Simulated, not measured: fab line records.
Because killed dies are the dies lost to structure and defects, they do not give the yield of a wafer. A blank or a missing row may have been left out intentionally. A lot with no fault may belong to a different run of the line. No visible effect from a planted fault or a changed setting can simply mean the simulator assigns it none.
A struck lot beside a sound one | flow nand_harc | 20 out of 1302 route steps
Sound: wafers L380.3, L380.5, L380.6. Wafers L393.1, L393.4, L393.5 were the ones struck. Last of all comes the cause.
At each step with rows: each side's tool, then ch and its chambers, then its first start. Under that, the readings that differ: sound wafers | struck wafers | difference of the means | sigmas: that difference in standard deviations of wafers without a fault.
alike: words and numbers the same on both sides, and readings whose means are apart by under 2 such deviations; not compared: readings that were withheld, readings missing a value for some wafer, numbers with overlapping values and no deviation given by the record, and bounds like >300 which may hide the same value.
Wherever a step has rows on one side only, a row that says differs or no value, or a row with sigmas, the two part there. When numbers do not overlap yet have no deviation, they are printed without sigmas and do not part them. Lack of a reading on every wafer of one side parts them only where that side has two or more wafers.

NHARC_P_ZERO_WELL_CD_MEAS_37: target cd 720 nm.
  sound on cd_sem-02 ch 0, day 2 20:00; struck on cd_sem-02 ch 0, day 8 06:29
  alike: cd_nm
then, 1 step without rows for these wafers: NHARC_P_ZERO_WELL_HARDBAKE_38 (time 80 s).
NHARC_P_ZERO_WELL_DESCUM_39: chemistry O2, time 3 s.
  sound on rie_diel-04 ch 0,2,3, day 2 20:12; struck on rie_diel-04 ch 0,1,2, day 8 06:40
  alike: drypump_motor_current_A, o2_flow_sccm, oes_product_au, rf_vpp_V, showerhead_plenum_p_Torr, throttle_valve_pct
  not compared: rf_hours_counter_h
then, 9 steps without rows for these wafers: NHARC_P_ZERO_WELL_IMPLANT_40; NHARC_P_ZERO_WELL_IMPLANT_59; NHARC_P_ZERO_WELL_IMPLANT_60; NHARC_P_ZERO_WELL_STRIP_41 (strips in SPM, time 840 s); NHARC_P_ZERO_WELL_DEHYDRATE_44 (time 120 s); NHARC_P_ZERO_WELL_HMDS_45 (time 30 s); NHARC_P_ZERO_WELL_COAT_46; NHARC_P_ZERO_WELL_SOFTBAKE_47 (time 95 s); NHARC_P_ZERO_WELL_EBR_48.
NHARC_P_ZERO_WELL_EXPOSE_49: exposes mask P HVPW, target cd 2000 nm.
  sound on krf_scanner-01 ch 0, day 2 21:30; struck on krf_scanner-03 ch 0, day 8 07:58
  reading | sound                      | struck                              | difference | sigmas
  mask    | P_HVPW#0 P_HVPW#0 P_HVPW#0 | P_HVPW_R1#0 P_HVPW_R1#0 P_HVPW_R1#0 | differs    |
then, 2 steps without rows for these wafers: NHARC_P_ZERO_WELL_PEB_50 (peb time 85 s); NHARC_P_ZERO_WELL_DEVELOP_51 (time 70 s).
NHARC_P_ZERO_WELL_CD_MEAS_52: target cd 2000 nm.
  sound on cd_sem-02 ch 0, day 2 21:39; struck on cd_sem-03 ch 0, day 8 08:08
  reading    | sound                | struck               | difference | sigmas
  cd_nm (nm) | 2000.5 2000.0 2000.2 | 1971.2 1969.4 1970.4 | -29.9      | -19
then, 1 step without rows for these wafers: NHARC_P_ZERO_WELL_HARDBAKE_53 (time 80 s).
NHARC_P_ZERO_WELL_DESCUM_54: chemistry O2, time 3 s.
  sound on rie_diel-04 ch 1,2,3, day 2 21:50; struck on rie_diel-04 ch 1,2,3, day 8 08:17
  reading                      | sound          | struck         | difference | sigmas
  model.P_ZERO_WELL.cd_nm (nm) | 2000 2000 2000 | 1971 1969 1970 | -30        |
  alike: drypump_motor_current_A, o2_flow_sccm, oes_product_au, rf_vpp_V, showerhead_plenum_p_Torr, throttle_valve_pct
  not compared: rf_hours_counter_h
then, 2 steps without rows for these wafers: NHARC_P_ZERO_WELL_IMPLANT_55; NHARC_END_SORT_01.

== WHERE THEY PART ==
First at NHARC_P_ZERO_WELL_EXPOSE_49; last, within this record, at NHARC_P_ZERO_WELL_CD_MEAS_52. Later steps at which nothing parts them and some readings are alike: NHARC_P_ZERO_WELL_DESCUM_54.

WHY: what the simulator had put in
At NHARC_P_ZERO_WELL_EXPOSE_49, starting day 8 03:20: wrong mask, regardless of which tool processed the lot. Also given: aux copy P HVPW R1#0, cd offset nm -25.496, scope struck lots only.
